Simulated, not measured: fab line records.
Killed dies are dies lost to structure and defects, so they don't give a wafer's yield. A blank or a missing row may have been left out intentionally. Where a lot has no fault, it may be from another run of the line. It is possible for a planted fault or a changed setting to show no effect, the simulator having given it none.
fab line records | flow n5Finfet
[record] lots = 12 wafers = 34 lastDay = 17
route steps=1938 shown BEOL_M7@1322 BEOL_M8@1332 PASSIVATION@1936
lots untouched by any fault: they come from a run of this same line in which no faults occurred
startH: hours from the record's first day to the start of the lot's first wafer shown | waitH: time in hours since the lot's previous step | " unchanged from the row above | L1.1+2: several wafers, shown together as one row | - either no value or no given start | * or withheld: withheld | < > ~ a bound
route shown NAME@n: NAME is a module with steps in the file, n the number in the route of the first one | usual: mean/standard deviation taken from wafers without a fault | same: alike in all rows | chamber/n: place in a boat | sites: per-site readings | _std_site: their standard deviation | _edge_site: inner sites' mean taken away from outer sites' mean | radiusMm: how far each site lies from the wafer's centre | mask NAME#n: copy n | behind: the last tool/chamber to shape the wafer | hold: what put the lot on hold/how long, in hours/how the hold closed | device: which transistor (n, p or np) failed to switch | end of line: at the end of the route, the tests of the same wafers | where a step has no rows: the recipe by itself | killed: at the first sort, the dies lost to defects and structure; wafer yield is something else | map: shows each die of a wafer: x if killed, . if not, _ if none is there
set.NAME: the setting that was run; set.NAME@STEP: the one run at that earlier step | model.NAME: the simulator's own value behind a step, which no gauge read
the route's steps for a sample of lots (tables are steps, rows are wafers)
services: a tool's chamber out of use, with start hour (startH, from the record's first day; less than 0 if before it), hours out, and reason
[[steps]]
[step N5_BEOL_M7_CVD_78]
[recipe] material = Co targetThkA = 20 tempC = withheld precursor = CCTBA/H2 pressureTorr = 30 timeS = 142.3
[usual] runLengthS = 164.6/0.41
// columns lot.wafer tool chamber startH waitH runLengthS
L251.1 cvdCo-01 1 220.09 0.1 164.4
L251.3 " 0 " " 164.8
L251.4 " 0 " " 164.8
L253.1 cvdCo-02 2 229.73 0.1 164.5
L253.3 " 0 " " 164.1
L253.6 " 0 " " 164.8
L256.2 cvdCo-02 2 246.20 0.1 164.4
L256.4 " 2 " " 164.1
L256.5 " 2 " " 164.3
L257.1 cvdCo-01 0 250.31 0.0 165.3
L257.4 " 0 " " 164.7
L257.5 " 2 " " 164.9
L259.1 cvdCo-01 0 251.28 0.3 164.9
L259.5 " 2 " " 164.7
L259.6 " 0 " " 164.6
L258.1 cvdCo-01 1 252.66 0.1 164.5
L258.3 " 2 " " 164.6
L258.5 " 1 " " 164.8
L260.2 cvdCo-02 1 261.76 0.3 164.1
L260.3 " 2 " " 164.2
L260.5 " 0 " " 164.5
L261.5 cvdCo-01 1 264.40 0.2 164.5
L261.6 " 2 " " 165.1
L262.1 cvdCo-02 1 281.73 0.1 164.2
L262.3 " 0 " " 164.4
L262.4 " 0 " " 164.3
L267.3 cvdCo-02 1 303.43 0.2 164.1
L267.4 " 2 " " 164.3
L267.6 " 2 " " 79.4
L269.2 cvdCo-02 1 315.55 0.3 79.2
L269.6 " 2 " " 80.2
L270.1 cvdCo-02 1 336.16 0.2 164.2
L270.5 " 2 " " 164.9
L270.6 " 1 " " 79.6
[step N5_BEOL_M7_INSPECT_58]
[recipe] inspectInstrument = darkfield mode = postDep
[usual] rawDefectCount = 72/26
// columns lot.wafer tool chamber startH waitH rawDefectCount
L251.1 defectInspect-02 - 221.24 0.0 100
L251.3 " - " " 104
L251.4 " - " " 72
L253.1 defectInspect-01 - 231.38 0.0 67
L253.3 " - " " 67
L253.6 " - " " 111
L256.2 defectInspect-02 - 247.68 0.0 68
L256.4 " - " " 100
L256.5 " - " " 93
L257.1 defectInspect-02 - 251.54 0.0 65
L257.4 " - " " 55
L257.5 " - " " 71
L259.1 defectInspect-01 - 252.65 0.0 56
L259.5 " - " " 43
L259.6 " - " " 62
L258.1 defectInspect-01 - 253.88 0.0 75
L258.3 " - " " 55
L258.5 " - " " 46
L260.2 defectInspect-01 - 262.91 0.0 40
L260.3 " - " " 34
L260.5 " - " " 46
L261.5 defectInspect-02 - 265.70 0.0 55
L261.6 " - " " 90
L262.1 defectInspect-01 - 283.20 0.0 101
L262.3 " - " " 54
L262.4 " - " " 90
L267.3 defectInspect-01 - 304.61 0.0 82
L267.4 " - " " 96
L267.6 " - " " 67
L269.2 defectInspect-02 - 317.64 0.0 47
L269.6 " - " " 57
L270.1 defectInspect-01 - 337.37 0.0 77
L270.5 " - " " 73
L270.6 " - " " 79
[step N5_BEOL_M8_ILD_DEP_00]
[recipe] material = SiCOH_lowk targetThkA = 1797.5 tempC = 300 precursor = DEMS/porogen pressureTorr = 5 rfW = 500 timeS = 33.4
[usual] heaterPowerW = 299/52 showerheadPlenumPTorr = 5.738/0.016 throttleValvePct = 14.1/1
// columns lot.wafer tool chamber startH waitH heaterPowerW showerheadPlenumPTorr throttleValvePct
L251.1 pecvd-01 2 221.29 0.0 278 5.756 14.0
L251.3 " 1 " " 330 5.724 16.2
L251.4 " 2 " " 290 5.767 14.0
L253.1 pecvd-02 2 231.42 0.0 276 5.744 13.6
L253.3 " 0 " " 330 5.745 14.0
L253.6 " 0 " " 321 5.755 14.5
L256.2 pecvd-01 1 247.71 0.0 334 5.718 16.3
L256.4 " 0 " " 316 5.737 13.6
L256.5 " 1 " " 335 5.719 16.3
L257.1 pecvd-01 0 251.57 0.0 256 5.732 13.7
L257.4 " 0 " " 253 5.732 13.5
L257.5 " 2 " " 267 5.763 14.0
L259.1 pecvd-03 1 252.69 0.0 222 5.736 13.5
L259.5 " 1 " " 220 5.729 13.7
L259.6 " 2 " " 203 5.747 13.0
L258.1 pecvd-03 2 253.92 0.0 208 5.761 12.8
L258.3 " 1 " " 208 5.736 13.6
L258.5 " 1 " " 211 5.724 13.6
L260.2 pecvd-02 2 262.94 0.0 272 5.735 13.5
L260.3 " 1 " " 324 5.734 12.9
L260.5 " 0 " " 313 5.732 14.3
L261.5 pecvd-01 0 265.75 0.1 316 5.731 13.7
L261.6 " 2 " " 313 5.765 14.1
L262.1 pecvd-01 0 283.24 0.0 279 5.714 13.2
L262.3 " 2 " " 314 5.772 13.9
L262.4 " 2 " " 316 5.754 14.2
L267.3 pecvd-03 2 304.65 0.0 212 5.756 12.8
L267.4 " 0 " " 345 5.729 14.9
L267.6 " 2 " " 228 5.743 12.9
L269.2 pecvd-01 2 317.67 0.0 308 5.756 14.1
L269.6 " 0 " " 313 5.717 13.5
L270.1 pecvd-01 0 337.41 0.0 322 5.730 13.6
L270.5 " 1 " " 348 5.732 16.2
L270.6 " 0 " " 260 5.728 13.6
[step N5_BEOL_M8_CURE_74]
[recipe] tempC = 385 timeS = 240 ambient = He/Ar material = SiCOH_lowk
[usual] lampPowerPct = 52.30/0.053 wafer_temp_C_max = 387.1/0.65
// columns lot.wafer tool chamber startH waitH lampPowerPct wafer_temp_C_max
L251.1 uvCure-02 2 221.56 0.3 52.38 387.4
L251.3 " 2 " " 52.26 386.9
L251.4 " 2 " " 52.27 387.5
L253.1 uvCure-01 1 231.48 0.0 52.30 386.2
L253.3 " 1 " " 52.44 386.1
L253.6 " 1 " " 52.25 386.0
L256.2 uvCure-02 0 247.86 0.1 52.35 387.3
L256.4 " 0 " " 52.31 387.2
L256.5 " 0 " " 52.35 387.7
L257.1 uvCure-02 0 251.92 0.3 52.25 387.1
L257.4 " 0 " " 52.24 387.0
L257.5 " 0 " " 52.23 387.3
L259.1 uvCure-02 1 252.76 0.0 52.28 387.0
L259.5 " 1 " " 52.32 387.0
L259.6 " 1 " " 52.26 388.5
L258.1 uvCure-02 0 253.98 0.0 52.34 386.9
L258.3 " 0 " " 52.39 387.4
L258.5 " 0 " " 52.28 386.8
L260.2 uvCure-03 2 263.09 0.1 52.30 386.9
L260.3 " 2 " " 52.34 388.0
L260.5 " 2 " " 52.28 387.8
L261.5 uvCure-02 2 266.44 0.7 52.35 387.0
L261.6 " 2 " " 52.29 387.3
L262.1 uvCure-01 2 283.31 0.0 52.31 387.9
L262.3 " 2 " " 52.34 386.9
L262.4 " 2 " " 52.28 387.1
L267.3 uvCure-02 0 304.87 0.2 52.34 387.5
L267.4 " 0 " " 52.36 386.4
L267.6 " 0 " " 52.34 386.7
L269.2 uvCure-03 0 317.89 0.2 52.32 386.2
L269.6 " 0 " " 52.31 386.3
L270.1 uvCure-03 2 337.49 0.1 52.26 387.4
L270.5 " 2 " " 52.36 387.4
L270.6 " 2 " " 52.35 387.9
[step N5_PASSIVATION_PROBE_49]
[usual] defectLimitedYield = 91.4/1.5 killed_at_M0_to_M3 = 34/10 killed_at_M4_up = 15/6 killedAtContacts = 12/6 killedAtFrontEnd = 37/11 killedAtOther = 3.3/2.8 killedDies = 101/18 killedOpen = 66/14 killedShort = 33/7.8 sort_bin_5_function = 5.0/0.97 sort_bin_6_memory = 3.2/0.72 sortNPass = 1079/18 sortYieldPct = 91.4/1.5
[same] grossDies = 1180 killedAtBackSide = 0 sort_bin_4_leakage[%] = 0 sort_bin_8_speed[%] = 0
// columns lot.wafer tool chamber startH waitH defectLimitedYield[%] killed_at_M0_to_M3 killed_at_M4_up killedAtContacts killedAtFrontEnd killedAtOther killedDies killedOpen killedShort sort_bin_5_function[%] sort_bin_6_memory[%] sortNPass sortYieldPct[%]
L253.1 prober-02 - 309.54 0.0 91.1 45 15 7 36 2 105 76 26 5.8 3.1 1075 91.1
L253.3 prober-02 - 309.64 0.1 92.5 24 10 11 38 5 88 54 26 3.9 3.0 1092 92.5
L253.6 prober-02 - 309.79 0.3 91.0 50 19 0 33 4 106 67 37 4.7 3.7 1074 91.0
L259.1 prober-02 - 323.79 0.0 92.2 47 13 6 24 2 92 49 37 4.4 2.6 1088 92.2
L259.5 prober-02 - 323.99 0.2 92.2 34 15 4 37 2 92 48 35 4.7 2.1 1088 92.2
L259.6 prober-02 - 324.04 0.3 92.1 41 18 2 29 3 93 47 46 4.2 3.2 1087 92.1
L258.1 prober-01 - 330.28 0.0 89.7 52 20 4 43 2 121 80 40 6.2 3.5 1059 89.7
L258.3 prober-01 - 330.38 0.1 91.4 40 17 10 30 5 102 59 42 5.3 2.8 1078 91.4
L258.5 prober-01 - 330.48 0.2 87.5 61 32 14 40 0 147 87 56 6.4 5.3 1033 87.5
L260.2 prober-01 - 333.92 0.1 92.4 45 11 13 17 4 90 61 28 4.8 2.6 1090 92.4
L260.3 prober-01 - 333.97 0.1 93.9 37 7 9 18 1 72 49 23 3.3 2.5 1108 93.9
L260.5 prober-01 - 334.07 0.2 92.4 39 8 15 28 0 90 60 22 3.7 3.1 1090 92.4
L262.1 prober-02 - 365.83 0.0 89.9 42 12 11 53 1 119 78 41 5.0 4.8 1061 89.9
L262.3 prober-02 - 365.93 0.1 91.9 38 17 5 35 0 95 58 37 4.6 3.1 1085 91.9
L262.4 prober-02 - 365.98 0.2 90.8 30 9 3 63 3 108 70 38 5.1 3.3 1072 90.8
L269.2 prober-02 - 385.91 0.1 91.6 35 12 14 35 3 99 67 31 4.3 3.8 1081 91.6
// killed by level:class
L253.1 STI_FIN_REVEAL:geometricParticle:open=15 BEOL_M2:geometricParticle:open=12 BEOL_M1:geometricParticle:open=11 BEOL_M4:geometricParticle:open=9 BEOL_M0_SAQP:geometricParticle:short=8 BEOL_M0_SAQP:geometricParticle:open=7 GATE_CUT:geometricParticle:short=5 BEOL_M3:geometricParticle:open=5
L253.3 MOL_CONTACT_COAG:geometricParticle:open=9 STI_FIN_REVEAL:geometricParticle:open=7 BEOL_M2:geometricParticle:open=7 HKMG_FIN:areaEtch=7 BEOL_M3:geometricParticle:open=6 FIN_SAQP:geometricParticle:short=5 DUMMY_GATE:geometricParticle:open=4 STARTING-WAFER:geometricParticle:short=4
L253.6 BEOL_M3:geometricParticle:open=16 BEOL_M4:geometricParticle:open=10 BEOL_M1:geometricParticle:open=10 STI_FIN_REVEAL:geometricParticle:open=9 GATE_CUT:geometricParticle:short=6 BEOL_M2:geometricParticle:open=6 STARTING-WAFER:geometricParticle:short=5 GATE_CUT:geometricParticle:open=4
L259.1 BEOL_M0_SAQP:geometricParticle:short=19 BEOL_M0_SAQP:geometricParticle:open=16 BEOL_M4:geometricParticle:open=9 FIN_SAQP:geometricParticle:short=5 MOL_CONTACT_COAG:geometricParticle:open=5 BEOL_M1:geometricParticle:open=5 HKMG_FIN:areaEtch=5 BEOL_M2:geometricParticle:open=4
L259.5 BEOL_M0_SAQP:geometricParticle:short=13 BEOL_M0_SAQP:geometricParticle:open=11 STARTING-WAFER:geometricParticle:open=8 HKMG_FIN:areaEtch=8 FIN_SAQP:geometricParticle:short=5 BEOL_M4:geometricParticle:open=4 STARTING-WAFER:geometricParticle:short=4 DUMMY_GATE:geometricParticle:open=3
L259.6 BEOL_M0_SAQP:geometricParticle:short=15 BEOL_M3:geometricParticle:short=11 BEOL_M4:geometricParticle:open=11 FIN_SAQP:geometricParticle:short=7 BEOL_M0_SAQP:geometricParticle:open=7 FIN_SAQP:geometricParticle:open=6 GATE_CUT:geometricParticle:short=5 STI_FIN_REVEAL:geometricParticle:open=3
L258.1 BEOL_M0_SAQP:geometricParticle:open=19 FIN_SAQP:geometricParticle:open=13 BEOL_M4:geometricParticle:open=12 BEOL_M0_SAQP:geometricParticle:short=11 BEOL_M2:geometricParticle:open=10 FIN_SAQP:geometricParticle:short=8 STI_FIN_REVEAL:geometricParticle:open=5 BEOL_M1:geometricParticle:open=4
L258.3 BEOL_M0_SAQP:geometricParticle:short=12 BEOL_M0_SAQP:geometricParticle:open=9 MOL_CONTACT_COAG:geometricParticle:open=8 FIN_SAQP:geometricParticle:short=8 FIN_SAQP:geometricParticle:open=7 BEOL_M4:geometricParticle:open=7 BEOL_M2:geometricParticle:open=5 BEOL_M7:geometricParticle:open=5
L258.5 BEOL_M0_SAQP:geometricParticle:short=21 BEOL_M4:geometricParticle:open=17 BEOL_M0_SAQP:geometricParticle:open=14 MOL_CONTACT_COAG:geometricParticle:open=9 BEOL_M2:geometricParticle:open=8 FIN_SAQP:geometricParticle:short=6 BEOL_M1:geometricParticle:open=6 FIN_SAQP:geometricParticle:open=5
L260.2 MOL_CONTACT_COAG:geometricParticle:open=13 BEOL_M1:geometricParticle:open=13 BEOL_M0_SAQP:geometricParticle:short=9 BEOL_M0_SAQP:geometricParticle:open=7 BEOL_M3:geometricParticle:open=7 BEOL_M3:geometricParticle:short=5 FIN_SAQP:geometricParticle:open=4 GATE_CUT:geometricParticle:short=3
L260.3 MOL_CONTACT_COAG:geometricParticle:open=7 BEOL_M3:geometricParticle:short=7 BEOL_M2:geometricParticle:open=6 BEOL_M3:geometricParticle:open=6 STI_FIN_REVEAL:geometricParticle:open=5 BEOL_M0_SAQP:geometricParticle:open=5 BEOL_M0_SAQP:geometricParticle:short=5 BEOL_M1:geometricParticle:open=5
L260.5 BEOL_M3:geometricParticle:open=21 MOL_CONTACT_COAG:geometricParticle:open=11 FIN_SAQP:geometricParticle:open=8 BEOL_M1:geometricParticle:short=7 HKMG_FIN:areaEtch=6 FIN_SAQP:geometricParticle:short=4 DUMMY_GATE:geometricParticle:open=4 MOL_CONTACT_COAG:geometricParticle:short=4
L262.1 FIN_SAQP:geometricParticle:short=12 FIN_SAQP:geometricParticle:open=11 DUMMY_GATE:geometricParticle:open=11 MOL_CONTACT_COAG:geometricParticle:open=11 BEOL_M0_SAQP:geometricParticle:open=11 BEOL_M3:geometricParticle:open=9 BEOL_M0_SAQP:geometricParticle:short=6 BEOL_M0:geometricParticle:short=5
L262.3 BEOL_M4:geometricParticle:open=10 FIN_SAQP:geometricParticle:short=9 BEOL_M0_SAQP:geometricParticle:open=9 BEOL_M3:geometricParticle:open=7 BEOL_M0_SAQP:geometricParticle:short=5 BEOL_M0:geometricParticle:open=5 DUMMY_GATE:geometricParticle:short=4 DUMMY_GATE:geometricParticle:open=4
L262.4 FIN_SAQP:geometricParticle:short=15 FIN_SAQP:geometricParticle:open=14 DUMMY_GATE:geometricParticle:open=12 BEOL_M0_SAQP:geometricParticle:open=8 STI_FIN_REVEAL:geometricParticle:open=5 BEOL_M0:geometricParticle:open=5 BEOL_M4:geometricParticle:open=5 BEOL_M1:geometricParticle:open=4
L269.2 FIN_SAQP:geometricParticle:open=11 MOL_CONTACT_COAG:geometricParticle:open=11 BEOL_M0_SAQP:geometricParticle:short=10 BEOL_M3:geometricParticle:open=9 GATE_CUT:geometricParticle:short=8 BEOL_M4:geometricParticle:open=8 DUMMY_GATE:geometricParticle:open=6 BEOL_M0_SAQP:geometricParticle:open=6
[[services]]
// columns tool chamber startH hours kind
uvCure-02 - 206.66 14.6 pm
uvCure-01 - 206.68 10.0 repair
pecvd-03 2 209.24 13.2 repair
pecvd-02 1 209.88 2.1 scheduledDown
uvCure-03 - 215.20 9.7 repair
cvdCo-02 - 215.45 1.5 repair
pecvd-02 2 223.44 4.2 repair
uvCure-03 - 224.93 2.1 pm
uvCure-03 - 233.21 6.0 pm
uvCure-02 - 236.79 7.5 pm
cvdCo-02 1 240.53 10.1 repair
uvCure-01 - 250.82 9.8 repair
pecvd-01 - 255.82 1.6 repair
pecvd-03 1 260.12 40.9 repair
pecvd-03 - 276.82 6.0 pm
pecvd-02 2 278.43 2.1 scheduledDown
cvdCo-02 0 290.57 66.4 repair
pecvd-02 - 292.26 5.5 pm
cvdCo-01 - 298.11 6.9 pm
pecvd-03 - 298.20 0.8 repair
cvdCo-02 2 324.30 8.6 repair
pecvd-03 0 336.45 5.0 scheduledDown
pecvd-01 2 336.51 5.5 scheduledDown
[[key]]
[firstSign] step = N5_BEOL_M7_CVD_78 reading = runLengthS direction = down sigmas = 99+ usual = * struck = *
effect none on later readings
metAt N5_BEOL_M7_CVD_78
struckLots L267,L269,L270
struckWafers L267.6,L269.2,L269.6,L270.6
notActingAt N5_BEOL_M7_INSPECT_58,N5_BEOL_M8_ILD_DEP_00,N5_BEOL_M8_CURE_74
onsetBetween 281.73 303.43
[fault] kind = processParameterDrift tool = cvdCo-02 chamber = - onsetH = 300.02 steps = N5_BEOL_M7_CVD_78 channel = timeS offset = * shape = step endH = 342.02 scope = struckWafersOnly actsIn = * stated = *
